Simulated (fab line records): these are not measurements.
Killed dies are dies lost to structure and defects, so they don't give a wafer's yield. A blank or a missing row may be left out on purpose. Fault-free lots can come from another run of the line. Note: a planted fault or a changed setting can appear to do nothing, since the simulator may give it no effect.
Which tool did it? :: flow nand_harc :: 24 lots, 72 wafers sampled, at 6 steps of a route of 1159

WHAT EACH GAUGE READ, for each wafer
NHARC_P_STI_INSPECT_11. Usual: 5.4 for raw_defect_count, sd 2.7.
lot: L074
measured: day 2 07:55
on: defect_inspect-01
raw_defect_count: 5 8 2
flag: 

lot: L075
measured: day 2 18:11
on: defect_inspect-01
raw_defect_count: 3 3 3
flag: 

lot: L076
measured: day 2 23:43
on: defect_inspect-01
raw_defect_count: 7 3 6
flag: 

lot: L077
measured: day 3 05:31
on: defect_inspect-02
raw_defect_count: 7 6 5
flag: 

lot: L078
measured: day 3 11:40
on: defect_inspect-02
raw_defect_count: 13 6 12
flag: 

lot: L079
measured: day 3 18:58
on: defect_inspect-02
raw_defect_count: 3 7 5
flag: 

lot: L080
measured: day 4 01:05
on: defect_inspect-01
raw_defect_count: 5 3 2
flag: 

lot: L081
measured: day 4 09:29
on: defect_inspect-02
raw_defect_count: 9 6 12
flag: 

lot: L082
measured: day 4 09:39
on: defect_inspect-02
raw_defect_count: 8 10 6
flag: 

lot: L083
measured: day 4 17:16
on: defect_inspect-02
raw_defect_count: 4 6 6
flag: 

lot: L084
measured: day 5 01:25
on: defect_inspect-02
raw_defect_count: 5 6 8
flag: 

lot: L085
measured: day 5 01:27
on: defect_inspect-01
raw_defect_count: 7 5 4
flag: 

lot: L086
measured: day 5 11:03
on: defect_inspect-01
raw_defect_count: 5 4 1
flag: 

lot: L087
measured: day 5 17:02
on: defect_inspect-01
raw_defect_count: 3 3 5
flag: 

lot: L088
measured: day 5 23:17
on: defect_inspect-02
raw_defect_count: 4 2 3
flag: 

lot: L090
measured: day 6 09:21
on: defect_inspect-02
raw_defect_count: 3 5 7
flag: 

lot: L089
measured: day 6 09:23
on: defect_inspect-01
raw_defect_count: 6 3 2
flag: 

lot: L092
measured: day 6 20:32
on: defect_inspect-02
raw_defect_count: 5 9 2
flag: 

lot: L091
measured: day 6 20:42
on: defect_inspect-02
raw_defect_count: 8 4 4
flag: 

lot: L093
measured: day 7 05:05
on: defect_inspect-02
raw_defect_count: 6 7 4
flag: 

lot: L094
measured: day 7 10:58
on: defect_inspect-01
raw_defect_count: 8 7 11
flag: 

lot: L095
measured: day 7 18:19
on: defect_inspect-01
raw_defect_count: 3 2 1
flag: 

lot: L096
measured: day 8 02:25
on: defect_inspect-01
raw_defect_count: 6 8 5
flag: 

lot: L097
measured: day 8 02:34
on: defect_inspect-01
raw_defect_count: 1 2 5
flag: 

NHARC_P_BONDPAD_CD_MEAS_09 targets a cd of 500 nm. Usual: 498.9 nm for cd_nm, sd 2.1.
lot: L074
measured: day 6 04:43
on: cd_sem-03
cd_nm (nm): 493.7 496.6 499.4
flag: 

lot: L075
measured: day 6 16:57
on: cd_sem-01
cd_nm (nm): 497.8 498.7 498.7
flag: 

lot: L076
measured: day 6 23:41
on: cd_sem-02
cd_nm (nm): 499.0 496.8 496.3
flag: 

lot: L077
measured: day 7 05:20
on: cd_sem-03
cd_nm (nm): 498.9 497.4 494.5
flag: 

lot: L078
measured: day 7 09:08
on: cd_sem-03
cd_nm (nm): 498.4 498.5 498.2
flag: 

lot: L079
measured: day 7 15:05
on: cd_sem-01
cd_nm (nm): 499.7 496.4 500.7
flag: 

lot: L080
measured: day 8 01:07
on: cd_sem-03
cd_nm (nm): 498.2 500.7 499.3
flag: 

lot: L081
measured: day 8 09:22
on: cd_sem-03
cd_nm (nm): 499.0 499.6 499.2
flag: 

lot: L082
measured: day 8 08:34
on: cd_sem-02
cd_nm (nm): 499.3 496.7 502.6
flag: 

lot: L083
measured: day 8 10:08
on: cd_sem-02
cd_nm (nm): 499.2 501.4 498.2
flag: 

lot: L084
measured: day 8 21:29
on: cd_sem-03
cd_nm (nm): 497.6 495.2 493.2
flag: 

lot: L085
measured: day 8 21:12
on: cd_sem-02
cd_nm (nm): 501.8 501.5 500.8
flag: 

lot: L086
measured: day 9 11:09
on: cd_sem-02
cd_nm (nm): 497.0 498.0 498.7
flag: 

lot: L087
measured: day 9 10:57
on: cd_sem-03
cd_nm (nm): 500.1 501.0 497.8
flag: 

lot: L088
measured: day 9 17:41
on: cd_sem-02
cd_nm (nm): 500.7 499.8 498.0
flag: 

lot: L090
measured: day 10 00:05
on: cd_sem-03
cd_nm (nm): 499.8 498.5 496.6
flag: 

lot: L089
measured: day 10 14:01
on: cd_sem-03
cd_nm (nm): 498.1 500.4 500.1
flag: 

lot: L092
measured: day 10 15:19
on: cd_sem-03
cd_nm (nm): 499.4 500.1 497.3
flag: 

lot: L091
measured: day 10 17:32
on: cd_sem-01
cd_nm (nm): 501.0 500.7 497.1
flag: 

lot: L093
measured: day 11 02:32
on: cd_sem-03
cd_nm (nm): 501.1 495.0 501.9
flag: 

lot: L094
measured: day 11 05:34
on: cd_sem-01
cd_nm (nm): 499.2 501.1 498.0
flag: 

lot: L095
measured: day 11 14:56
on: cd_sem-03
cd_nm (nm): 495.0 497.0 500.8
flag: 

lot: L096
measured: day 11 20:55
on: cd_sem-02
cd_nm (nm): 499.5 499.2 499.3
flag: 

lot: L097
measured: day 11 21:06
on: cd_sem-01
cd_nm (nm): 498.2 495.8 497.3
flag: 

NHARC_P_BONDPAD_OVL_MEAS_38. Usual: overlay_x_nm -1 nm, standard deviation 7; overlay_y_nm 0 nm, standard deviation 5.2.
lot: L074
measured: day 6 04:48
on: overlay-02
overlay_x_nm (nm): 1 0 0
overlay_y_nm (nm): 6 5 6
flag: 

lot: L075
measured: day 6 17:02
on: overlay-02
overlay_x_nm (nm): -1 -1 -1
overlay_y_nm (nm): 1 1 1
flag: 

lot: L076
measured: day 6 23:47
on: overlay-02
overlay_x_nm (nm): 7 6 6
overlay_y_nm (nm): 3 3 2
flag: 

lot: L077
measured: day 7 05:26
on: overlay-01
overlay_x_nm (nm): 0 0 0
overlay_y_nm (nm): -4 -4 -4
flag: 

lot: L078
measured: day 7 09:13
on: overlay-01
overlay_x_nm (nm): -2 -2 -2
overlay_y_nm (nm): -1 -1 -1
flag: 

lot: L079
measured: day 7 15:10
on: overlay-02
overlay_x_nm (nm): -10 -10 -10
overlay_y_nm (nm): -5 -5 -5
flag: 

lot: L080
measured: day 8 01:11
on: overlay-01
overlay_x_nm (nm): 3 3 3
overlay_y_nm (nm): -1 -1 -1
flag: 

lot: L081
measured: day 8 09:26
on: overlay-02
overlay_x_nm (nm): 11 12 12
overlay_y_nm (nm): -3 -3 -4
flag: 

lot: L082
measured: day 8 08:40
on: overlay-02
overlay_x_nm (nm): -2 -2 -3
overlay_y_nm (nm): -12 -12 -12
flag: 

lot: L083
measured: day 8 10:13
on: overlay-02
overlay_x_nm (nm): -7 -7 -7
overlay_y_nm (nm): 6 7 6
flag: 

lot: L084
measured: day 8 21:35
on: overlay-02
overlay_x_nm (nm): -12 -12 -11
overlay_y_nm (nm): 2 1 1
flag: 

lot: L085
measured: day 8 21:17
on: overlay-01
overlay_x_nm (nm): -6 -7 -7
overlay_y_nm (nm): -3 -2 -3
flag: 

lot: L086
measured: day 9 11:14
on: overlay-01
overlay_x_nm (nm): 7 8 8
overlay_y_nm (nm): -4 -3 -4
flag: 

lot: L087
measured: day 9 11:02
on: overlay-02
overlay_x_nm (nm): -13 -13 -13
overlay_y_nm (nm): 7 7 6
flag: 

lot: L088
measured: day 9 17:46
on: overlay-01
overlay_x_nm (nm): 0 0 0
overlay_y_nm (nm): -1 -1 -1
flag: 

lot: L090
measured: day 10 00:10
on: overlay-02
overlay_x_nm (nm): -1 0 -1
overlay_y_nm (nm): 1 0 1
flag: 

lot: L089
measured: day 10 14:06
on: overlay-01
overlay_x_nm (nm): 2 1 1
overlay_y_nm (nm): -3 -4 -3
flag: 

lot: L092
measured: day 10 15:25
on: overlay-01
overlay_x_nm (nm): 2 2 2
overlay_y_nm (nm): 4 4 4
flag: 

lot: L091
measured: day 10 17:37
on: overlay-01
overlay_x_nm (nm): 16 17 17
overlay_y_nm (nm): -7 -8 -8
flag: 

lot: L093
measured: day 11 02:37
on: overlay-01
overlay_x_nm (nm): 3 2 2
overlay_y_nm (nm): -10 -11 -10
flag: 

lot: L094
measured: day 11 05:39
on: overlay-02
overlay_x_nm (nm): -6 -6 -5
overlay_y_nm (nm): 2 2 2
flag: 

lot: L095
measured: day 11 15:02
on: overlay-01
overlay_x_nm (nm): -11 -10 -10
overlay_y_nm (nm): 1 1 1
flag: 

lot: L096
measured: day 11 21:01
on: overlay-01
overlay_x_nm (nm): -6 -6 -6
overlay_y_nm (nm): 2 2 3
flag: 

lot: L097
measured: day 11 21:11
on: overlay-01
overlay_x_nm (nm): -1 -1 -1
overlay_y_nm (nm): 10 11 11
flag: 

WHAT TOOL EACH LOT RAN ON (gives the tool, then ch and the chambers of the sampled wafers, and finally the start)
lot: L074
NHARC_P_M1_DESCUM_14: rie_diel-12 ch 0,1,3, day 5 19:53
NHARC_P_M2_PVD_21: pvd_sputter-03, day 6 02:31 or earlier
NHARC_P_M2_CMP_23: cmp-02 ch 0,2, day 6 02:31

lot: L075
NHARC_P_M1_DESCUM_14: rie_diel-09 ch 1,2, day 6 08:28
NHARC_P_M2_PVD_21: pvd_sputter-03, day 6 14:46 or earlier
NHARC_P_M2_CMP_23: cmp-03 ch 0,2,3, day 6 14:46

lot: L076
NHARC_P_M1_DESCUM_14: rie_diel-09 ch 1,3, day 6 14:40
NHARC_P_M2_PVD_21: pvd_sputter-02, day 6 21:02 or earlier
NHARC_P_M2_CMP_23: cmp-01 ch 0,3, day 6 21:02

lot: L077
NHARC_P_M1_DESCUM_14: rie_diel-12 ch 0,1,2, day 6 20:26
NHARC_P_M2_PVD_21: pvd_sputter-01, day 7 03:08 or earlier
NHARC_P_M2_CMP_23: cmp-02 ch 0,2,3, day 7 03:08

lot: L078
NHARC_P_M1_DESCUM_14: rie_diel-10 ch 0,1,3, day 7 00:16
NHARC_P_M2_PVD_21: pvd_sputter-01, day 7 06:49 or earlier
NHARC_P_M2_CMP_23: cmp-03 ch 0,1,2, day 7 06:49

lot: L079
NHARC_P_M1_DESCUM_14: rie_diel-12 ch 1,2, day 7 04:44
NHARC_P_M2_PVD_21: pvd_sputter-03, day 7 11:42 or earlier
NHARC_P_M2_CMP_23: cmp-03 ch 0,1,3, day 7 11:42

lot: L080
NHARC_P_M1_DESCUM_14: rie_diel-09 ch 0,1,2, day 7 16:00
NHARC_P_M2_PVD_21: pvd_sputter-03, day 7 22:52 or earlier
NHARC_P_M2_CMP_23: cmp-02 ch 0,2,3, day 7 22:52

lot: L081
NHARC_P_M1_DESCUM_14: rie_diel-10 ch 1,3, day 8 00:36
NHARC_P_M2_PVD_21: pvd_sputter-03, day 8 07:15 or earlier
NHARC_P_M2_CMP_23: cmp-02 ch 0,2, day 8 07:15

lot: L082
NHARC_P_M1_DESCUM_14: rie_diel-10 ch 2,3, day 8 00:01
NHARC_P_M2_PVD_21: pvd_sputter-03, day 8 06:20 or earlier
NHARC_P_M2_CMP_23: cmp-01 ch 0,1,3, day 8 06:20

lot: L083
NHARC_P_M1_DESCUM_14: rie_diel-09 ch 0,1,2, day 8 01:19
NHARC_P_M2_PVD_21: pvd_sputter-03, day 8 07:46 or earlier
NHARC_P_M2_CMP_23: cmp-02 ch 1,2, day 8 07:46

lot: L084
NHARC_P_M1_DESCUM_14: rie_diel-09 ch 0,1,2, day 8 12:41
NHARC_P_M2_PVD_21: pvd_sputter-01, day 8 19:17 or earlier
NHARC_P_M2_CMP_23: cmp-02 ch 1,2,3, day 8 19:17

lot: L085
NHARC_P_M1_DESCUM_14: rie_diel-09 ch 0,1,3, day 8 11:55
NHARC_P_M2_PVD_21: pvd_sputter-03, day 8 18:56 or earlier
NHARC_P_M2_CMP_23: cmp-03 ch 0,2,3, day 8 18:56

lot: L086
NHARC_P_M1_DESCUM_14: rie_diel-10 ch 0,3, day 9 02:35
NHARC_P_M2_PVD_21: pvd_sputter-02, day 9 08:53 or earlier
NHARC_P_M2_CMP_23: cmp-03 ch 0,1,3, day 9 08:53

lot: L087
NHARC_P_M1_DESCUM_14: rie_diel-09 ch 0,1,3, day 9 02:16
NHARC_P_M2_PVD_21: pvd_sputter-03, day 9 08:43 or earlier
NHARC_P_M2_CMP_23: cmp-01 ch 0,1,2, day 9 08:43

lot: L088
NHARC_P_M1_DESCUM_14: rie_diel-10 ch 1,2,3, day 9 09:11
NHARC_P_M2_PVD_21: pvd_sputter-02, day 9 15:25 or earlier
NHARC_P_M2_CMP_23: cmp-02 ch 0,2, day 9 15:25

lot: L090
NHARC_P_M1_DESCUM_14: rie_diel-09 ch 0,1,2, day 9 15:45
NHARC_P_M2_PVD_21: pvd_sputter-03, day 9 21:56 or earlier
NHARC_P_M2_CMP_23: cmp-03 ch 1,2, day 9 21:56

lot: L089
NHARC_P_M1_DESCUM_14: rie_diel-10 ch 0,2,3, day 10 05:24
NHARC_P_M2_PVD_21: pvd_sputter-03, day 10 11:48 or earlier
NHARC_P_M2_CMP_23: cmp-03 ch 0,2,3, day 10 11:48

lot: L092
NHARC_P_M1_DESCUM_14: rie_diel-09 ch 0,1, day 10 06:47
NHARC_P_M2_PVD_21: pvd_sputter-02, day 10 13:10 or earlier
NHARC_P_M2_CMP_23: cmp-03 ch 0,1,2, day 10 13:10

lot: L091
NHARC_P_M1_DESCUM_14: rie_diel-10 ch 2,3, day 10 08:49
NHARC_P_M2_PVD_21: pvd_sputter-01, day 10 15:04 or earlier
NHARC_P_M2_CMP_23: cmp-03 ch 0,3, day 10 15:04

lot: L093
NHARC_P_M1_DESCUM_14: rie_diel-12 ch 0,1,3, day 10 17:53
NHARC_P_M2_PVD_21: pvd_sputter-02, day 11 00:20 or earlier
NHARC_P_M2_CMP_23: cmp-02 ch 0,1,3, day 11 00:20

lot: L094
NHARC_P_M1_DESCUM_14: rie_diel-09 ch 0,2,3, day 10 21:04
NHARC_P_M2_PVD_21: pvd_sputter-03, day 11 03:14 or earlier
NHARC_P_M2_CMP_23: cmp-03 ch 1,2,3, day 11 03:14

lot: L095
NHARC_P_M1_DESCUM_14: rie_diel-09 ch 1,3, day 11 06:26
NHARC_P_M2_PVD_21: pvd_sputter-01, day 11 12:44 or earlier
NHARC_P_M2_CMP_23: cmp-02 ch 0,1,3, day 11 12:44

lot: L096
NHARC_P_M1_DESCUM_14: rie_diel-12 ch 2,3, day 11 11:47
NHARC_P_M2_PVD_21: pvd_sputter-02, day 11 18:44 or earlier
NHARC_P_M2_CMP_23: cmp-03 ch 1,2,3, day 11 18:44

lot: L097
NHARC_P_M1_DESCUM_14: rie_diel-12 ch 1,2, day 11 12:43
NHARC_P_M2_PVD_21: pvd_sputter-03, day 11 19:01 or earlier
NHARC_P_M2_CMP_23: cmp-01 ch 1,2, day 11 19:01
- NHARC_P_M1_DESCUM_14: chemistry O2, time 3 s.
- NHARC_P_M2_PVD_21: deposits Cu, target thk 30 nm, time 20.49 s.
- NHARC_P_M2_CMP_23: polishes, t overpolish 20 s, target thk 144.3 nm.

WHAT THE TOOLS THEMSELVES READ (means of the sampled wafers that have a number; where no wafer has one, the mark that the record gives instead)
NHARC_P_M1_DESCUM_14. Usual: drypump_motor_current_A 5.7 A, standard deviation 0.5; oes_product_au 1.001 a.u., standard deviation 0.013; rf_vpp_V 58.0 V, standard deviation 0.93; showerhead_plenum_p_Torr 1.92 Torr, standard deviation 0.08; throttle_valve_pct 11.310 %, standard deviation 0.009.
lot: L074
tool: rie_diel-12
drypump_motor_current_A (A): 6.2
oes_product_au (a.u.): 0.991
rf_vpp_V (V): 57.4
showerhead_plenum_p_Torr (Torr): 1.95
throttle_valve_pct (%): 11.307
flag: 

lot: L075
tool: rie_diel-09
drypump_motor_current_A (A): 6.0
oes_product_au (a.u.): 0.995
rf_vpp_V (V): 57.7
showerhead_plenum_p_Torr (Torr): 1.92
throttle_valve_pct (%): 11.308
flag: 

lot: L076
tool: rie_diel-09
drypump_motor_current_A (A): 5.8
oes_product_au (a.u.): 0.999
rf_vpp_V (V): 57.9
showerhead_plenum_p_Torr (Torr): 1.96
throttle_valve_pct (%): 11.312
flag: 

lot: L077
tool: rie_diel-12
drypump_motor_current_A (A): 5.8
oes_product_au (a.u.): 0.996
rf_vpp_V (V): 57.2
showerhead_plenum_p_Torr (Torr): 1.95
throttle_valve_pct (%): 11.308
flag: 

lot: L078
tool: rie_diel-10
drypump_motor_current_A (A): 5.4
oes_product_au (a.u.): 1.000
rf_vpp_V (V): 57.7
showerhead_plenum_p_Torr (Torr): 1.95
throttle_valve_pct (%): 11.315
flag: 

lot: L079
tool: rie_diel-12
drypump_motor_current_A (A): 6.0
oes_product_au (a.u.): 1.004
rf_vpp_V (V): 57.7
showerhead_plenum_p_Torr (Torr): 1.95
throttle_valve_pct (%): 11.311
flag: 

lot: L080
tool: rie_diel-09
drypump_motor_current_A (A): 5.9
oes_product_au (a.u.): 1.004
rf_vpp_V (V): 57.8
showerhead_plenum_p_Torr (Torr): 1.87
throttle_valve_pct (%): 11.313
flag: 

lot: L081
tool: rie_diel-10
drypump_motor_current_A (A): 5.5
oes_product_au (a.u.): 1.005
rf_vpp_V (V): 59.4
showerhead_plenum_p_Torr (Torr): 2.03
throttle_valve_pct (%): 11.305
flag: 

lot: L082
tool: rie_diel-10
drypump_motor_current_A (A): 5.1
oes_product_au (a.u.): 1.020
rf_vpp_V (V): 57.8
showerhead_plenum_p_Torr (Torr): 1.91
throttle_valve_pct (%): 11.312
flag: 

lot: L083
tool: rie_diel-09
drypump_motor_current_A (A): 5.9
oes_product_au (a.u.): 1.002
rf_vpp_V (V): 57.5
showerhead_plenum_p_Torr (Torr): 1.87
throttle_valve_pct (%): 11.311
flag: 

lot: L084
tool: rie_diel-09
drypump_motor_current_A (A): 6.0
oes_product_au (a.u.): 1.004
rf_vpp_V (V): 57.8
showerhead_plenum_p_Torr (Torr): 1.87
throttle_valve_pct (%): 11.308
flag: 

lot: L085
tool: rie_diel-09
drypump_motor_current_A (A): 5.6
oes_product_au (a.u.): 0.998
rf_vpp_V (V): 58.3
showerhead_plenum_p_Torr (Torr): 1.92
throttle_valve_pct (%): 11.307
flag: 

lot: L086
tool: rie_diel-10
drypump_motor_current_A (A): 5.3
oes_product_au (a.u.): 0.998
rf_vpp_V (V): 59.2
showerhead_plenum_p_Torr (Torr): 1.98
throttle_valve_pct (%): 11.308
flag: 

lot: L087
tool: rie_diel-09
drypump_motor_current_A (A): 5.7
oes_product_au (a.u.): 1.005
rf_vpp_V (V): 58.5
showerhead_plenum_p_Torr (Torr): 1.92
throttle_valve_pct (%): 11.299
flag: 

lot: L088
tool: rie_diel-10
drypump_motor_current_A (A): 5.4
oes_product_au (a.u.): 0.989
rf_vpp_V (V): 58.3
showerhead_plenum_p_Torr (Torr): 1.95
throttle_valve_pct (%): 11.309
flag: 

lot: L090
tool: rie_diel-09
drypump_motor_current_A (A): 5.9
oes_product_au (a.u.): 1.001
rf_vpp_V (V): 58.0
showerhead_plenum_p_Torr (Torr): 1.87
throttle_valve_pct (%): 11.308
flag: 

lot: L089
tool: rie_diel-10
drypump_motor_current_A (A): 5.2
oes_product_au (a.u.): 0.992
rf_vpp_V (V): 57.7
showerhead_plenum_p_Torr (Torr): 1.91
throttle_valve_pct (%): 11.309
flag: 

lot: L092
tool: rie_diel-09
drypump_motor_current_A (A): 5.7
oes_product_au (a.u.): 1.009
rf_vpp_V (V): 57.7
showerhead_plenum_p_Torr (Torr): 1.89
throttle_valve_pct (%): 11.309
flag: 

lot: L091
tool: rie_diel-10
drypump_motor_current_A (A): 5.3
oes_product_au (a.u.): 1.000
rf_vpp_V (V): 58.0
showerhead_plenum_p_Torr (Torr): 1.99
throttle_valve_pct (%): 11.310
flag: 

lot: L093
tool: rie_diel-12
drypump_motor_current_A (A): 6.2
oes_product_au (a.u.): 1.005
rf_vpp_V (V): 57.5
showerhead_plenum_p_Torr (Torr): 1.95
throttle_valve_pct (%): 11.319
flag: 

lot: L094
tool: rie_diel-09
drypump_motor_current_A (A): 5.9
oes_product_au (a.u.): 1.002
rf_vpp_V (V): 58.9
showerhead_plenum_p_Torr (Torr): 1.90
throttle_valve_pct (%): 11.311
flag: 

lot: L095
tool: rie_diel-09
drypump_motor_current_A (A): 5.7
oes_product_au (a.u.): 0.993
rf_vpp_V (V): 58.2
showerhead_plenum_p_Torr (Torr): 1.99
throttle_valve_pct (%): 11.312
flag: 

lot: L096
tool: rie_diel-12
drypump_motor_current_A (A): 5.4
oes_product_au (a.u.): 1.003
rf_vpp_V (V): 57.3
showerhead_plenum_p_Torr (Torr): 1.88
throttle_valve_pct (%): 11.311
flag: 

lot: L097
tool: rie_diel-12
drypump_motor_current_A (A): 6.0
oes_product_au (a.u.): 1.015
rf_vpp_V (V): 58.5
showerhead_plenum_p_Torr (Torr): 1.95
throttle_valve_pct (%): 11.309
flag: 

NHARC_P_M2_PVD_21. Usual: 30.0 % for throttle_valve_pct, sd 0.79.
lot: L074
tool: pvd_sputter-03
throttle_valve_pct (%): 29.9
flag: 

lot: L075
tool: pvd_sputter-03
throttle_valve_pct (%): 30.1
flag: 

lot: L076
tool: pvd_sputter-02
throttle_valve_pct (%): 30.2
flag: 

lot: L077
tool: pvd_sputter-01
throttle_valve_pct (%): 30.1
flag: 

lot: L078
tool: pvd_sputter-01
throttle_valve_pct (%): 30.1
flag: 

lot: L079
tool: pvd_sputter-03
throttle_valve_pct (%): 30.7
flag: 

lot: L080
tool: pvd_sputter-03
throttle_valve_pct (%): 29.6
flag: 

lot: L081
tool: pvd_sputter-03
throttle_valve_pct (%): 30.0
flag: 

lot: L082
tool: pvd_sputter-03
throttle_valve_pct (%): 30.2
flag: 

lot: L083
tool: pvd_sputter-03
throttle_valve_pct (%): 29.5
flag: 

lot: L084
tool: pvd_sputter-01
throttle_valve_pct (%): 30.4
flag: 

lot: L085
tool: pvd_sputter-03
throttle_valve_pct (%): 29.6
flag: 

lot: L086
tool: pvd_sputter-02
throttle_valve_pct (%): 29.9
flag: 

lot: L087
tool: pvd_sputter-03
throttle_valve_pct (%): 29.8
flag: 

lot: L088
tool: pvd_sputter-02
throttle_valve_pct (%): 30.6
flag: 

lot: L090
tool: pvd_sputter-03
throttle_valve_pct (%): 30.6
flag: 

lot: L089
tool: pvd_sputter-03
throttle_valve_pct (%): 29.3
flag: 

lot: L092
tool: pvd_sputter-02
throttle_valve_pct (%): 30.7
flag: 

lot: L091
tool: pvd_sputter-01
throttle_valve_pct (%): 30.3
flag: 

lot: L093
tool: pvd_sputter-02
throttle_valve_pct (%): 30.2
flag: 

lot: L094
tool: pvd_sputter-03
throttle_valve_pct (%): 29.9
flag: 

lot: L095
tool: pvd_sputter-01
throttle_valve_pct (%): 30.5
flag: 

lot: L096
tool: pvd_sputter-02
throttle_valve_pct (%): 31.1
flag: 

lot: L097
tool: pvd_sputter-03
throttle_valve_pct (%): 29.5
flag: 

NHARC_P_M2_CMP_23. Usual: motor_current_A 12.2 A, standard deviation 1.2; time_to_endpoint_s 27 s, standard deviation 3.8.
lot: L074
tool: cmp-02
motor_current_A (A): 12.3
time_to_endpoint_s (s): 32
flag: 

lot: L075
tool: cmp-03
motor_current_A (A): 11.2
time_to_endpoint_s (s): 26
flag: 

lot: L076
tool: cmp-01
motor_current_A (A): 13.0
time_to_endpoint_s (s): 28
flag: 

lot: L077
tool: cmp-02
motor_current_A (A): 13.0
time_to_endpoint_s (s): 30
flag: 

lot: L078
tool: cmp-03
motor_current_A (A): 12.6
time_to_endpoint_s (s): 25
flag: 

lot: L079
tool: cmp-03
motor_current_A (A): 12.7
time_to_endpoint_s (s): 26
flag: 

lot: L080
tool: cmp-02
motor_current_A (A): 12.6
time_to_endpoint_s (s): 34
flag: 

lot: L081
tool: cmp-02
motor_current_A (A): 12.4
time_to_endpoint_s (s): 32
flag: 

lot: L082
tool: cmp-01
motor_current_A (A): 13.5
time_to_endpoint_s (s): 31
flag: 

lot: L083
tool: cmp-02
motor_current_A (A): 12.5
time_to_endpoint_s (s): 29
flag: 

lot: L084
tool: cmp-02
motor_current_A (A): 12.5
time_to_endpoint_s (s): 30
flag: 

lot: L085
tool: cmp-03
motor_current_A (A): 11.4
time_to_endpoint_s (s): 23
flag: 

lot: L086
tool: cmp-03
motor_current_A (A): 12.2
time_to_endpoint_s (s): 26
flag: 

lot: L087
tool: cmp-01
motor_current_A (A): 12.8
time_to_endpoint_s (s): 28
flag: 

lot: L088
tool: cmp-02
motor_current_A (A): 12.5
time_to_endpoint_s (s): 31
flag: 

lot: L090
tool: cmp-03
motor_current_A (A): 11.7
time_to_endpoint_s (s): 24
flag: 

lot: L089
tool: cmp-03
motor_current_A (A): 11.6
time_to_endpoint_s (s): 25
flag: 

lot: L092
tool: cmp-03
motor_current_A (A): 12.2
time_to_endpoint_s (s): 27
flag: 

lot: L091
tool: cmp-03
motor_current_A (A): 10.9
time_to_endpoint_s (s): 24
flag: 

lot: L093
tool: cmp-02
motor_current_A (A): 12.5
time_to_endpoint_s (s): 23
flag: 

lot: L094
tool: cmp-03
motor_current_A (A): 11.2
time_to_endpoint_s (s): 25
flag: 

lot: L095
tool: cmp-02
motor_current_A (A): 12.3
time_to_endpoint_s (s): 26
flag: 

lot: L096
tool: cmp-03
motor_current_A (A): 11.2
time_to_endpoint_s (s): 28
flag: 

lot: L097
tool: cmp-01
motor_current_A (A): 12.6
time_to_endpoint_s (s): 28
flag: 

THE ANSWER, worked out from the rows above alone
Rule: a lot is off if the mean of its wafers that have a number lies more than 3 standard deviations from the usual mean. A lot without any number at a reading at which 4 lots or more have one is off too. All remaining lots with rows at the step are treated as sound. Order of review: gauges by route order, followed by the tools' own readings, for which a lot's mean as printed above is used. The first step at which some lot is off is used, and at that step the reading that is off furthest; a lot without a number counts as furthest.
No lot is off on any of the readings shown, so nothing can be concluded from this.

WHAT THE SIMULATOR HAD INSERTED
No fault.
